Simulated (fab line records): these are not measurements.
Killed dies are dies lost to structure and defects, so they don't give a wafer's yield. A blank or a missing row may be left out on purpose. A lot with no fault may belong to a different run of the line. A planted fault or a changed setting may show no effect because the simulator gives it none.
Matching of chambers    flow n5-finfet    4 sister chambers for N5_SD_EPI_P_ETCH_37 on rie-diel-02
The step etches SOC in N2/H2, overetch 108 nm, time 486 s. 8 wafers are shown with their chamber, then 10 later ones without.

== WAFERS, EACH WITH ITS CHAMBER ==
wafer   chamber  drypump-motor-current-A (A)  oes-product-au (a.u.)
L085.4  1        6.4                          0.65
L085.5  3        5.5                          0.83
L085.6  2        6.3                          0.81
L091.1  0        6.3                          0.65
L091.2  3        5.6                          0.80
L091.3  1        6.4                          0.64
L091.4  2        6.3                          0.79
L091.5  0        6.3                          0.65

== WAFERS WHOSE CHAMBER IS MISSING ==
wafer   drypump-motor-current-A (A)  oes-product-au (a.u.)
L091.6  5.6                          0.80
L094.1  6.3                          0.65
L094.4  6.3                          0.77
L094.5  6.4                          0.65
L096.1  6.4                          0.63
L096.2  6.3                          0.77
L096.3  6.3                          0.64
L096.4  5.6                          0.78
L096.5  6.3                          0.77
L096.6  5.6                          0.78

== EACH ONE'S CHAMBER ==
wafer   from the rows above  in truth
L091.6  3                    3
L094.1  0                    0
L094.4  2                    2
L094.5  1                    1
L096.1  1                    1
L096.2  2                    2
L096.3  0                    0
L096.4  3                    3
L096.5  2                    2
L096.6  3                    3
Correctly placed: 10 of 10. Not placeable from these rows: 0. Wrongly placed: 0.
How it was worked out, from the rows above alone: a wafer's distance from a chamber is the root of the sum, over the readings, of the square of ((its reading less the chamber's mean) divided by the reading's scatter). If the next closest chamber is less than 2 further off than the closest, the wafer can't be placed; otherwise it belongs to the closest. A chamber's mean is the mean of its shown wafers. The scatter: the root of (the sum of the squares of (reading less its chamber's mean) over the shown wafers, divided by (wafers less chambers)).
